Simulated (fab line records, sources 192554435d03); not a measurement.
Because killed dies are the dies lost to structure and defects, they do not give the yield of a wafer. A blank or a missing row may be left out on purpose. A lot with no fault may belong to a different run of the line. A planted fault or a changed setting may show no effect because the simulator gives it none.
Which tool did it? ; flow n5_finfet ; 24 lots with 72 wafers sampled at 6 steps, on a route of 1938 steps

## WHAT THE GAUGES READ, wafer by wafer
N5_BEOL_M12_RS_MEAS_54: measurement is done with a four-point probe. Usual: M12_RS typically reads 0.0599 ohm/sq, with standard deviation 0.00076.
lot;measured;on;M12_RS (ohm/sq);flag
L074;day 11 12:39;film_metro-02;0.0604 0.0598 0.0588;
L075;day 11 13:05;film_metro-02;0.0598 0.0595 0.0586;
L077;day 11 17:53;film_metro-01;0.0597 0.0584 0.0590;
L076;day 11 18:38;film_metro-01;0.0604 0.0613 0.0604;
L079;day 12 06:59;film_metro-02;0.0606 0.0598 0.0591;
L080;day 12 07:05;film_metro-01;0.0607 0.0610 0.0606;
L078;day 12 08:23;film_metro-01;0.0587 0.0590 0.0587;
L081;day 12 16:11;film_metro-02;0.0601 0.0590 0.0607;
L082;day 12 23:42;film_metro-01;0.0601 0.0599 0.0608;
L083;day 13 06:07;film_metro-01;0.0603 0.0604 0.0598;
L084;day 13 13:20;film_metro-02;0.0605 0.0618 0.0600;
L086;day 13 14:02;film_metro-02;0.0593 0.0608 0.0592;
L085;day 13 22:54;film_metro-02;0.0609 0.0591 0.0604;
L087;day 14 13:10;film_metro-02;0.0600 0.0611 0.0611;
L090;day 14 23:23;film_metro-02;0.0600 0.0586 0.0598;
L088;day 15 00:40;film_metro-02;0.0604 0.0617 0.0605;
L092;day 15 03:17;film_metro-01;0.0599 0.0590 0.0591;
L089;day 15 12:01;film_metro-01;0.0599 0.0604 0.0590;
L091;day 15 17:41;film_metro-01;0.0593 0.0607 0.0601;
L093;day 15 19:24;film_metro-02;0.0594 0.0598 0.0600;
L094;day 16 12:22;film_metro-02;0.0602 0.0603 0.0578;
L095;day 16 13:19;film_metro-02;0.0604 0.0605 0.0599;
L096;day 16 20:11;film_metro-01;0.0598 0.0605 0.0599;
L097;day 17 05:25;film_metro-01;0.0584 0.0602 0.0604;

## WHICH TOOL RAN EACH LOT (tool, then ch and the chambers of the sampled wafers, then the start)
lot;N5_BEOL_M11_SPUTTER_48;N5_BEOL_M11_ANNEAL_51;N5_BEOL_M12_DESCUM_15;N5_BEOL_M12_ETCH_68;N5_BEOL_M12_ETCH_38
L074;pvd_sputter-03, day 11 05:33;rtp_anneal-01 ch 0, day 11 05:47;rie_diel-04 ch 1,2,3, day 11 07:56;rie_diel-02 ch 0,1,3, day 11 09:04;rie_diel-02 ch 1,2,3, day 11 10:52
L075;pvd_sputter-03, day 11 05:55;rtp_anneal-02 ch 0, day 11 06:11;rie_diel-04 ch 0,1,3, day 11 08:11;rie_diel-03 ch 0,1,3, day 11 09:22;rie_diel-02 ch 0,1, day 11 11:07
L077;pvd_sputter-03, day 11 05:59;rtp_anneal-01 ch 0, day 11 06:19;rie_diel-03 ch 1,2,3, day 11 08:29;rie_diel-04 ch 1,2,3, day 11 09:38;rie_diel-02 ch 1,2, day 11 16:00
L076;pvd_sputter-02, day 11 07:59;rtp_anneal-02 ch 0, day 11 08:30;rie_diel-03 ch 0,1, day 11 10:02;rie_diel-03 ch 2,3, day 11 11:08;rie_diel-03 ch 1,2,3, day 11 16:18
L079;pvd_sputter-01, day 11 23:20;rtp_anneal-01 ch 0, day 11 23:37;rie_diel-02 ch 0,1,2, day 12 01:07;rie_diel-04 ch 0,2,3, day 12 02:22;rie_diel-02 ch 0,2,3, day 12 05:29
L080;pvd_sputter-02, day 12 00:56;rtp_anneal-02 ch 0, day 12 01:12;rie_diel-02 ch 0,3, day 12 02:28;rie_diel-02 ch 2,3, day 12 03:40;rie_diel-02 ch 0,1,3, day 12 05:35
L078;pvd_sputter-02, day 12 01:07;rtp_anneal-01 ch 0, day 12 01:23;rie_diel-02 ch 0,2,3, day 12 02:49;rie_diel-04 ch 1,2,3, day 12 04:04;rie_diel-04 ch 0,2,3, day 12 06:13
L081;pvd_sputter-01, day 12 06:45;rtp_anneal-01 ch 0, day 12 07:15;rie_diel-02 ch 0,1,2, day 12 08:38;rie_diel-03 ch 0,2,3, day 12 09:51;rie_diel-02 ch 1,2, day 12 14:05
L082;pvd_sputter-03, day 12 18:40;rtp_anneal-01 ch 0, day 12 18:53;rie_diel-04 ch 0,1,3, day 12 20:15;rie_diel-02 ch 2,3, day 12 21:45;rie_diel-02 ch 2,3, day 12 22:14
L083;pvd_sputter-03, day 12 19:38;rtp_anneal-02 ch 0, day 12 20:19;rie_diel-03 ch 0,3, day 12 22:05;rie_diel-03 ch 1,3, day 12 23:14;rie_diel-04 ch 2,3, day 13 04:06
L084;pvd_sputter-02, day 13 04:38;rtp_anneal-01 ch 0, day 13 05:05;rie_diel-04 ch 0,1,3, day 13 06:23;rie_diel-02 ch 0,1,2, day 13 07:29;rie_diel-03 ch 0,2,3, day 13 11:31
L086;pvd_sputter-01, day 13 07:01;rtp_anneal-02 ch 0, day 13 07:14;rie_diel-04 ch 0,1,3, day 13 08:51;rie_diel-04 ch 0,1,3, day 13 10:18;rie_diel-03 ch 1,2,3, day 13 11:54
L085;pvd_sputter-01, day 13 14:07;rtp_anneal-01 ch 0, day 13 14:27;rie_diel-02 ch 2,3, day 13 15:41;rie_diel-04 ch 0,1,3, day 13 17:05;rie_diel-04 ch 0,3, day 13 21:07
L087;pvd_sputter-02, day 14 05:11;rtp_anneal-01 ch 0, day 14 06:15;rie_diel-02 ch 0,1,2, day 14 08:04;rie_diel-02 ch 0,1,2, day 14 09:17;rie_diel-03 ch 0,1,2, day 14 11:40
L090;pvd_sputter-03, day 14 13:28;rtp_anneal-01 ch 0, day 14 13:47;rie_diel-02 ch 1,2, day 14 15:07;rie_diel-03 ch 0,3, day 14 16:23;rie_diel-02 ch 0,1, day 14 21:38
L088;pvd_sputter-03, day 14 13:39;rtp_anneal-02 ch 0, day 14 14:02;rie_diel-04 ch 1,2,3, day 14 15:20;rie_diel-04 ch 1,2,3, day 14 16:44;rie_diel-02 ch 0,2,3, day 14 22:31
L092;pvd_sputter-01, day 14 21:49;rtp_anneal-02 ch 0, day 14 22:07;rie_diel-02 ch 1,2,3, day 14 23:23;rie_diel-04 ch 0,1,2, day 15 00:28;rie_diel-04 ch 0,1,2, day 15 01:19
L089;pvd_sputter-02, day 15 05:58;rtp_anneal-02 ch 0, day 15 06:33;rie_diel-03 ch 1,2,3, day 15 07:52;rie_diel-04 ch 0,1,3, day 15 09:10;rie_diel-02 ch 0,2,3, day 15 10:16
L091;pvd_sputter-02, day 15 07:02;rtp_anneal-02 ch 0, day 15 08:13;rie_diel-02 ch 0,1,2, day 15 09:28;rie_diel-03 ch 0,3, day 15 11:17;rie_diel-04 ch 0,2, day 15 13:14
L093;pvd_sputter-01, day 15 13:21;rtp_anneal-02 ch 0, day 15 13:43;rie_diel-04 ch 2,3, day 15 14:53;rie_diel-04 ch 0,1, day 15 15:59;rie_diel-02 ch 1,2,3, day 15 16:31
L094;pvd_sputter-03, day 16 03:28;rtp_anneal-01 ch 0, day 16 03:47;rie_diel-03 ch 1,2, day 16 05:05;rie_diel-02 ch 1,2,3, day 16 06:18;rie_diel-03 ch 0,3, day 16 10:37
L095;pvd_sputter-02, day 16 04:37;rtp_anneal-02 ch 0, day 16 05:05;rie_diel-03 ch 2,3, day 16 06:23;rie_diel-03 ch 0,2,3, day 16 07:29;rie_diel-03 ch 0,1,3, day 16 11:11
L096;pvd_sputter-03, day 16 13:42;rtp_anneal-01 ch 0, day 16 14:09;rie_diel-03 ch 0,1,3, day 16 15:22;rie_diel-03 ch 1,3, day 16 16:28;rie_diel-03 ch 0,1, day 16 18:22
L097;pvd_sputter-02, day 16 22:08;rtp_anneal-01 ch 0, day 16 22:22;rie_diel-04 ch 0,3, day 16 23:56;rie_diel-02 ch 0,1,3, day 17 01:08;rie_diel-03 ch 0,2,3, day 17 03:46
- N5_BEOL_M11_SPUTTER_48: material Cu, target thk 12 nm, time 2 s.
- N5_BEOL_M11_ANNEAL_51: time 90 s.
- N5_BEOL_M12_DESCUM_15: chemistry O2, time 7.9 s.
- N5_BEOL_M12_ETCH_68: etches SOC in N2/H2, time 285 s.
- N5_BEOL_M12_ETCH_38: etches SiCN in CF4/N2, target depth 68.7 nm, time 73.4 s.

## WHAT THE TOOLS THEMSELVES READ (means of the sampled wafers that have a number; where no wafer has one, the mark that the record gives instead)
N5_BEOL_M11_SPUTTER_48. Usual: chuck_gas_flow_sccm 1.26 sccm, standard deviation 0.049; throttle_valve_pct 29.8 %, standard deviation 1.1.
lot;tool;chuck_gas_flow_sccm (sccm);throttle_valve_pct (%);flag
L074;pvd_sputter-03;1.26;30.7;
L075;pvd_sputter-03;1.27;31.6;
L077;pvd_sputter-03;1.27;30.7;
L076;pvd_sputter-02;1.25;29.7;
L079;pvd_sputter-01;1.26;28.9;
L080;pvd_sputter-02;1.27;30.1;
L078;pvd_sputter-02;1.29;30.0;
L081;pvd_sputter-01;1.30;28.9;
L082;pvd_sputter-03;1.23;30.3;
L083;pvd_sputter-03;1.22;29.6;
L084;pvd_sputter-02;1.30;29.5;
L086;pvd_sputter-01;1.19;29.4;
L085;pvd_sputter-01;1.22;29.3;
L087;pvd_sputter-02;1.25;29.6;
L090;pvd_sputter-03;1.22;29.7;
L088;pvd_sputter-03;1.21;28.6;
L092;pvd_sputter-01;1.24;29.6;
L089;pvd_sputter-02;1.28;29.7;
L091;pvd_sputter-02;1.28;30.1;
L093;pvd_sputter-01;1.23;30.2;
L094;pvd_sputter-03;1.21;29.6;
L095;pvd_sputter-02;1.30;29.6;
L096;pvd_sputter-03;1.29;29.0;
L097;pvd_sputter-02;1.24;29.8;

N5_BEOL_M11_ANNEAL_51. Usual: wafer_temp_C_max at 226.0, with a standard deviation of 0.37.
lot;tool;wafer_temp_C_max;flag
L074;rtp_anneal-01;226.0;
L075;rtp_anneal-02;226.0;
L077;rtp_anneal-01;225.9;
L076;rtp_anneal-02;226.6;
L079;rtp_anneal-01;226.2;
L080;rtp_anneal-02;226.3;
L078;rtp_anneal-01;225.9;
L081;rtp_anneal-01;225.9;
L082;rtp_anneal-01;225.9;
L083;rtp_anneal-02;226.5;
L084;rtp_anneal-01;225.6;
L086;rtp_anneal-02;226.5;
L085;rtp_anneal-01;226.0;
L087;rtp_anneal-01;225.5;
L090;rtp_anneal-01;226.0;
L088;rtp_anneal-02;225.9;
L092;rtp_anneal-02;226.3;
L089;rtp_anneal-02;226.2;
L091;rtp_anneal-02;226.4;
L093;rtp_anneal-02;226.1;
L094;rtp_anneal-01;225.9;
L095;rtp_anneal-02;225.8;
L096;rtp_anneal-01;225.7;
L097;rtp_anneal-01;225.9;

N5_BEOL_M12_DESCUM_15. Usual: drypump_motor_current_A 5.8 A, standard deviation 0.37; oes_product_au 0.82 a.u., standard deviation 0.081; rf_vpp_V 243.2 V, standard deviation 1.5; showerhead_plenum_p_Torr 2.10 Torr, standard deviation 0.08; throttle_valve_pct 20.29 %, standard deviation 0.13.
lot;tool;drypump_motor_current_A (A);oes_product_au (a.u.);rf_vpp_V (V);showerhead_plenum_p_Torr (Torr);throttle_valve_pct (%);flag
L074;rie_diel-04;5.9;0.84;243.6;2.09;20.27;
L075;rie_diel-04;5.6;0.80;243.3;2.14;20.23;
L077;rie_diel-03;5.7;0.86;243.5;2.10;20.34;
L076;rie_diel-03;6.0;0.88;243.8;2.11;20.38;
L079;rie_diel-02;5.8;0.82;242.8;2.11;20.30;
L080;rie_diel-02;6.0;0.80;243.6;2.12;20.26;
L078;rie_diel-02;6.1;0.75;242.3;2.08;20.28;
L081;rie_diel-02;5.8;0.82;243.6;2.10;20.31;
L082;rie_diel-04;5.6;0.78;243.5;2.13;20.26;
L083;rie_diel-03;5.9;0.85;243.3;2.05;20.24;
L084;rie_diel-04;5.6;0.78;243.7;2.13;20.26;
L086;rie_diel-04;5.6;0.77;243.5;2.13;20.26;
L085;rie_diel-02;6.0;0.69;241.8;2.03;20.36;
L087;rie_diel-02;5.8;0.81;243.2;2.10;20.34;
L090;rie_diel-02;5.7;0.82;243.6;2.15;20.29;
L088;rie_diel-04;5.9;0.80;241.6;2.08;20.31;
L092;rie_diel-02;5.9;0.87;243.1;2.11;20.20;
L089;rie_diel-03;5.7;0.81;244.0;2.08;20.39;
L091;rie_diel-02;5.8;0.79;243.3;2.10;20.34;
L093;rie_diel-04;6.1;0.85;241.1;2.04;20.28;
L094;rie_diel-03;5.8;0.82;243.4;2.10;20.46;
L095;rie_diel-03;5.2;0.82;242.5;2.05;20.32;
L096;rie_diel-03;6.0;0.81;242.6;2.08;20.39;
L097;rie_diel-04;5.5;0.78;243.7;2.13;20.22;

N5_BEOL_M12_ETCH_68. Usual: drypump_motor_current_A 5.8 A, standard deviation 0.38; oes_product_au 0.82 a.u., standard deviation 0.076; rf_vpp_V 524.3 V, standard deviation 2.6; showerhead_plenum_p_Torr 2.55 Torr, standard deviation 0.086; throttle_valve_pct 17.65 %, standard deviation 0.19.
lot;tool;drypump_motor_current_A (A);oes_product_au (a.u.);rf_vpp_V (V);showerhead_plenum_p_Torr (Torr);throttle_valve_pct (%);flag
L074;rie_diel-02;5.9;0.83;526.5;2.63;17.54;
L075;rie_diel-03;6.0;0.86;523.6;2.55;17.72;
L077;rie_diel-04;5.8;0.84;523.5;2.53;17.63;
L076;rie_diel-03;5.2;0.88;521.6;2.51;17.56;
L079;rie_diel-04;5.8;0.87;523.9;2.54;17.50;
L080;rie_diel-02;6.2;0.70;523.1;2.56;17.77;
L078;rie_diel-04;5.8;0.82;523.8;2.52;17.66;
L081;rie_diel-03;5.5;0.86;522.9;2.51;17.64;
L082;rie_diel-02;6.2;0.70;524.7;2.56;17.77;
L083;rie_diel-03;6.1;0.82;525.2;2.57;17.75;
L084;rie_diel-02;5.8;0.82;524.9;2.56;17.68;
L086;rie_diel-04;5.6;0.78;525.2;2.58;17.63;
L085;rie_diel-04;5.6;0.77;525.1;2.58;17.62;
L087;rie_diel-02;5.8;0.79;524.5;2.56;17.70;
L090;rie_diel-03;6.0;0.81;523.7;2.53;17.74;
L088;rie_diel-04;5.9;0.81;523.3;2.52;17.70;
L092;rie_diel-04;5.9;0.82;526.0;2.59;17.61;
L089;rie_diel-04;5.6;0.76;524.8;2.57;17.66;
L091;rie_diel-03;6.0;0.81;524.2;2.52;17.76;
L093;rie_diel-04;5.6;0.78;527.1;2.64;17.56;
L094;rie_diel-02;5.9;0.83;524.8;2.57;17.62;
L095;rie_diel-03;5.6;0.82;522.7;2.49;17.69;
L096;rie_diel-03;6.2;0.80;525.0;2.56;17.80;
L097;rie_diel-02;5.9;0.85;526.8;2.61;17.52;

N5_BEOL_M12_ETCH_38. Usual: cf4_flow_sccm 59.98 sccm, standard deviation 0.19; drypump_motor_current_A 5.8 A, standard deviation 0.37; oes_product_au 0.82 a.u., standard deviation 0.085; rf_vpp_V 382.5 V, standard deviation 2.1; showerhead_plenum_p_Torr 2.22 Torr, standard deviation 0.077; throttle_valve_pct 15.32 %, standard deviation 0.16.
lot;tool;cf4_flow_sccm (sccm);drypump_motor_current_A (A);oes_product_au (a.u.);rf_vpp_V (V);showerhead_plenum_p_Torr (Torr);throttle_valve_pct (%);flag
L074;rie_diel-02;59.99;5.9;0.80;383.5;2.24;15.32;
L075;rie_diel-02;60.08;5.8;0.89;383.6;2.27;15.21;
L077;rie_diel-02;60.05;5.7;0.89;383.6;2.26;15.25;
L076;rie_diel-03;60.10;5.7;0.86;383.7;2.21;15.33;
L079;rie_diel-02;60.18;6.0;0.74;382.7;2.20;15.42;
L080;rie_diel-02;59.81;5.9;0.82;384.8;2.28;15.25;
L078;rie_diel-04;59.90;5.8;0.87;382.6;2.21;15.22;
L081;rie_diel-02;60.02;5.7;0.86;383.3;2.26;15.28;
L082;rie_diel-02;59.91;6.2;0.69;382.4;2.21;15.43;
L083;rie_diel-04;59.88;6.0;0.89;381.6;2.16;15.22;
L084;rie_diel-03;60.06;5.5;0.85;381.4;2.18;15.31;
L086;rie_diel-03;59.86;5.7;0.83;383.1;2.21;15.36;
L085;rie_diel-04;60.07;5.5;0.80;382.9;2.20;15.28;
L087;rie_diel-03;60.25;5.6;0.85;382.3;2.18;15.31;
L090;rie_diel-02;60.16;5.7;0.87;383.8;2.29;15.24;
L088;rie_diel-02;60.04;6.0;0.83;382.5;2.19;15.30;
L092;rie_diel-04;59.94;5.8;0.82;382.9;2.25;15.32;
L089;rie_diel-02;60.15;6.0;0.82;382.1;2.19;15.32;
L091;rie_diel-04;59.77;6.0;0.87;382.7;2.21;15.24;
L093;rie_diel-02;59.83;5.9;0.84;381.6;2.23;15.24;
L094;rie_diel-03;60.07;5.9;0.82;381.6;2.17;15.36;
L095;rie_diel-03;59.88;6.0;0.80;381.2;2.20;15.41;
L096;rie_diel-03;60.12;6.1;0.82;382.3;2.21;15.40;
L097;rie_diel-03;59.92;5.6;0.82;381.3;2.17;15.37;

## THE ANSWER, worked out from the rows above alone
Rule: lot off if the mean of its wafers having a number is beyond 3 standard deviations from the usual mean. A lot without any number at a reading at which 4 lots or more have one is off too. Where the step has rows for the other lots, those lots are counted as sound. First the gauges in route order, then the tools' own readings, where a lot's mean is used as printed above. The first step at which some lot is off is used, and at that step the reading that is off furthest; a lot without a number counts as furthest.
Nothing can be told from this: no lot is off at any reading shown.

## WHAT WAS PUT IN BY THE SIMULATOR
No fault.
